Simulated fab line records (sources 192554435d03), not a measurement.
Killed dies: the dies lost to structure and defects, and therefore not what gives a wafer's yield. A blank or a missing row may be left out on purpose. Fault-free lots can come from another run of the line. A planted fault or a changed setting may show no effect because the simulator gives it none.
Split-lot trial -- flow n5_finfet -- 21 wafers read across 7 lots, on a route 1938 steps long

== ON THE SPLIT ==
At N5_DUMMY_GATE_COAT_28 (time 60 s, resist thk 10 nm), the setting spin_rpm was moved away from the recipe's 1500 rpm on 5 of the 21 wafers read, by -9.1% to +9.9%. The other wafers ran this setting at the recipe's value.

The reading comes from the split's own step.

== THE READING ==
underlayer_of_DUMMY_GATE_COAT_28.thk_nm (the simulator's own value, which no gauge read), in nm, at N5_DUMMY_GATE_COAT_28 (time 60 s, resist thk 10 nm). The file gives no usual value for it.

wafer,"tool, chamber at the split","spin_rpm as run, rpm",against the recipe,"underlayer_of_DUMMY_GATE_COAT_28.thk_nm, nm",against lot-mates on the recipe
L074.1,"litho_track-01, 0",1500,recipe,10,-
L074.3,"litho_track-01, 0",1500,recipe,10,-
L074.4,"litho_track-01, 0",1500,recipe,10,-
L078.1,"litho_track-03, 0",1577,+5.1%,9.8,-0.2
L078.2,"litho_track-03, 0",1577,+5.1%,9.8,-0.2
L078.5,"litho_track-03, 0",1500,recipe,10,-
L079.1,"litho_track-03, 0",1364,-9.1%,10.4,+0.4
L079.3,"litho_track-03, 0",1500,recipe,10,-
L079.4,"litho_track-03, 0",1500,recipe,10,-
L084.1,"litho_track-03, 0",1500,recipe,10,-
L084.2,"litho_track-03, 0",1500,recipe,10,-
L084.4,"litho_track-03, 0",1500,recipe,10,-
L085.3,"litho_track-01, 0",1500,recipe,10,-
L085.4,"litho_track-01, 0",1500,recipe,10,-
L085.5,"litho_track-01, 0",1500,recipe,10,-
L086.1,"litho_track-01, 0",1649,+9.9%,9.6,-0.4
L086.3,"litho_track-01, 0",1500,recipe,10,-
L086.5,"litho_track-01, 0",1500,recipe,10,-
L089.3,"litho_track-02, 0",1610,+7.3%,9.6,-0.4
L089.5,"litho_track-02, 0",1500,recipe,10,-
L089.6,"litho_track-02, 0",1500,recipe,10,-

FIT RESULTS
A straight line over all 21 wafers: underlayer_of_DUMMY_GATE_COAT_28.thk_nm changes by -0.0438 nm for each +1% of spin_rpm; r = -0.99; the points scatter about the line by 0.021 nm.
The same after taking each lot's own level away (the mean of its wafers on the recipe; 21 wafers): -0.0438 nm for each +1%; r = -0.99; scatter 0.021 nm.
That fit puts the effect of the largest move of spin_rpm on the reading at 0.44 nm.
The lots' own levels span 10.00 to 10.00 nm.
Consequently the slope shifts little with the lot-to-lot level, the two slopes agreeing.
Check: with one of the wafers moved furthest among these (+9.9%) left out of the fit, the line predicts -0.454 nm for it against its lot-mates. Against them it came out at -0.4 nm.

== THE FILE'S OWN FIT ==
underlayer_of_DUMMY_GATE_COAT_28.thk_nm changes by -0.0443 nm for each +1% of spin_rpm, r = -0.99.
